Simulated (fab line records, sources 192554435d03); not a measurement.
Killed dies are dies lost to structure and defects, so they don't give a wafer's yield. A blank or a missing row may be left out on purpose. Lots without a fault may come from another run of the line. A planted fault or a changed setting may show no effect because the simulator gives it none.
Split-lot experiment | flow n5_finfet | 7 lots, 21 wafers read, on a route of 1938 steps

THE SPLIT
At N5_FIN_SAQP_HM_DEP_03 (deposits SiNx from SiH4/NH3/N2, target thk 38 nm, time 33.6 s), the setting time_s was moved away from the recipe's 33.6 s on 5 of the 21 wafers read, by -14.2% to +8.6%. The other wafers ran this setting at the recipe's value.

FROM THE SPLIT TO THE READING: what the file shows between them, 12 steps
- N5_FIN_SAQP_THK_MEAS_05
- N5_FIN_SAQP_SPACER1_ALD_24: deposits SiO2, target thk 20.3 nm, pulse time 1 s, purge time 2 s (also split here: temp_c)
- N5_FIN_SAQP_SPACER1_ETCHBACK_25: etches SiO2 in CHF3/O2, target depth 24.4 nm, time 12.2 s
- N5_FIN_SAQP_MANDREL1_REMOVE_56: chemistry HBr/Cl2/O2, target a-Si, stops on SiNx, bt time 10 s
- N5_FIN_SAQP_ETCH_69: etches SOC in N2/H2, stops on SiNx, target depth 150 nm (also split here: target_depth_a)
- N5_FIN_SAQP_ETCH_67: etches SiNx in CH3F/O2, target depth 30 nm
- N5_FIN_SAQP_STRIP_70: strips in N2/H2
- N5_FIN_SAQP_MANDREL2_REMOVE_60: chemistry HBr/Cl2/O2, target a-Si, stops on SiNx, bt time 10 s
- N5_FIN_SAQP_HM_OPEN_33: chemistry CH3F/O2, target SiNx, target depth 49.4 nm, time 70.6 s
- N5_FIN_SAQP_ETCH_34: etches SiO2 in C4F6/O2, target depth 45 nm, time 15 s
- N5_FIN_SAQP_STRIP_77: strips in N2/H2, time 90 s
- N5_FIN_SAQP_ETCH_64: etches SiO2 in CF4, target depth 1.5 nm

THE READING
SiNx_of_FIN_SAQP_HM_DEP_03.thk_nm (the simulator's own value, which no gauge read), in nm, at N5_FIN_SAQP_FIN_ETCH_36 (etches the open film in HBr/Cl2/O2, target depth 120 nm, time 50.4 s). The file gives no usual value for it. The 16 wafers here that ran the recipe average 21.0 nm, standard deviation 0.69 nm.

wafer  | tool, chamber at the split | time_s as run, s | against the recipe | SiNx_of_FIN_SAQP_HM_DEP_03.thk_nm, nm | against lot-mates on the recipe
L074.2 | pecvd-04, 0                | 33.6             | recipe             | 19.6                                  | -
L074.3 | pecvd-04, 2                | 33.6             | recipe             | 20                                    | -
L074.6 | pecvd-04, 2                | 33.6             | recipe             | 21                                    | -
L076.1 | pecvd-04, 0                | 33.6             | recipe             | 20.6                                  | -
L076.4 | pecvd-04, 1                | 36.5             | +8.6%              | 25.2                                  | +3.8
L076.5 | pecvd-04, 1                | 33.6             | recipe             | 22.2                                  | -
L079.3 | pecvd-04, 2                | 28.83            | -14.2%             | 14.4                                  | -6.8
L079.4 | pecvd-04, 1                | 33.6             | recipe             | 21.8                                  | -
L079.5 | pecvd-04, 2                | 33.6             | recipe             | 20.6                                  | -
L087.3 | pecvd-03, 1                | 35.12            | +4.5%              | 23                                    | +1.2
L087.4 | pecvd-03, 0                | 35.12            | +4.5%              | 25.2                                  | +3.4
L087.6 | pecvd-03, 2                | 33.6             | recipe             | 21.8                                  | -
L092.4 | pecvd-04, 0                | 33.6             | recipe             | 20.6                                  | -
L092.5 | pecvd-04, 1                | 33.6             | recipe             | 21.4                                  | -
L092.6 | pecvd-04, 2                | 33.6             | recipe             | 21                                    | -
L094.4 | pecvd-02, 1                | 33.6             | recipe             | 20.6                                  | -
L094.5 | pecvd-02, 2                | 33.6             | recipe             | 21.4                                  | -
L094.6 | pecvd-02, 0                | 33.6             | recipe             | 22                                    | -
L097.3 | pecvd-03, 1                | 33.6             | recipe             | 20.8                                  | -
L097.5 | pecvd-03, 1                | 33.6             | recipe             | 20.8                                  | -
L097.6 | pecvd-03, 0                | 36.18            | +7.7%              | 25.4                                  | +4.6

THE FIT
A straight line over all 21 wafers: SiNx_of_FIN_SAQP_HM_DEP_03.thk_nm changes by +0.506 nm for each +1% of time_s; r = +0.94; the points scatter about the line by 0.79 nm.
The same after taking each lot's own level away (the mean of its wafers on the recipe; 21 wafers): +0.492 nm for each +1%; r = +0.96; scatter 0.64 nm.
On that fit, the largest move of time_s shifts the reading by 7 nm.
The lots' own levels span 20.20 to 21.80 nm, that is 2.3 times the standard deviation above.
So the lot-to-lot level changes the slope little: the two slopes agree.
Check: with one of the wafers moved furthest among these (-14.2%) left out of the fit, the line predicts -7.23 nm for it against its lot-mates. It came out at -6.8 nm against them.

OTHER SPLITS ON THESE WAFERS
These wafers also went through other splits before the reading. Each is held against what the fit with the lots' levels taken away leaves over:
other split on the same wafers     | wafers away from the commonest value | r with SiNx_of_FIN_SAQP_HM_DEP_03.thk_nm (lot level and that fit taken away)
N5_FIN_SAQP_SPACER1_ALD_24 temp_c  | 10                                   | +0.19
N5_FIN_SAQP_ETCH_69 target_depth_a | 9                                    | -0.36

THE WHOLE CHAIN: every reading that the file lists as answering this split, in the file's order
step                    | what it does                                                         | reading                                                                            | change (the file's fit)               | r (the file's)
N5_FIN_SAQP_HM_DEP_03   | deposits SiNx from SiH4/NH3/N2, target thk 38 nm, time 33.6 s        | SiNx_of_FIN_SAQP_HM_DEP_03.thk_nm (the simulator's own value, which no gauge read) | +0.474 nm for each +1% of the setting | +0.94
N5_FIN_SAQP_THK_MEAS_05 |                                                                      | thk_nm                                                                             | withheld for each +1% of the setting  | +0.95
N5_FIN_SAQP_HM_OPEN_33  | chemistry CH3F/O2, target SiNx, target depth 49.4 nm, time 70.6 s    | etch.depth_nm (the simulator's own value, which no gauge read)                     | +0.475 nm for each +1% of the setting | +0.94
N5_FIN_SAQP_ETCH_64     | etches SiO2 in CF4, target depth 1.5 nm                              | SiNx_of_FIN_SAQP_HM_DEP_03.thk_nm (the simulator's own value, which no gauge read) | +0.479 nm for each +1% of the setting | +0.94
N5_FIN_SAQP_FIN_ETCH_36 | etches the open film in HBr/Cl2/O2, target depth 120 nm, time 50.4 s | SiNx_of_FIN_SAQP_HM_DEP_03.thk_nm (the simulator's own value, which no gauge read) | +0.492 nm for each +1% of the setting | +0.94

THE FILE'S OWN FIT
SiNx_of_FIN_SAQP_HM_DEP_03.thk_nm changes by +0.492 nm for each +1% of time_s, r = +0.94.
